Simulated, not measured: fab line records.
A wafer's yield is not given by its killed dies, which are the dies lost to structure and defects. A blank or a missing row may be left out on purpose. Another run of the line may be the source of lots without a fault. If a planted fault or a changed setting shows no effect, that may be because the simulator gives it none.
Matching of chambers ; flow nand-harc ; 4 sister chambers for NHARC_A_BLC_STRIP_29 on rie-diel-13
The step strips in CF4. 4 wafers are shown with their chamber, then 7 later ones without.

EACH WAFER AND ITS CHAMBER
wafer;chamber;drypump-motor-current-A (A)
L088.2;3;5.9
L089.4;1;4.8
L090.1;2;5.6
L090.5;0;5.6

WAFERS WITHOUT THEIR CHAMBER
wafer;drypump-motor-current-A (A)
L090.6;4.7
L091.2;5.9
L091.4;5.6
L091.6;5.6
L095.3;5.6
L095.5;5.6
L095.6;5.9

WHICH CHAMBER EACH WENT THROUGH
wafer;from the rows above;in truth
L090.6;1;1
L091.2;3;3
L091.4;can't be placed: 0 or 2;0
L091.6;can't be placed: 0 or 2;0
L095.3;can't be placed: 0 or 2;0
L095.5;can't be placed: 0 or 2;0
L095.6;3;3
Placed correctly: 3 of 7. These rows do not allow placing 4 (true chamber among the candidates in 4). Number placed wrongly: 0.
How it was worked out, from the rows above alone: a wafer's distance from a chamber is the root of the sum, over the readings, of the square of ((its reading less the chamber's mean) divided by the reading's scatter). The wafer belongs to the nearest chamber; if the next one is less than 2 further off, it can't be placed. The mean given for a chamber averages the wafers shown for that chamber. The scatter: root of mean squared gap, hidden wafer to nearest shown wafer, with one shown wafer a chamber.
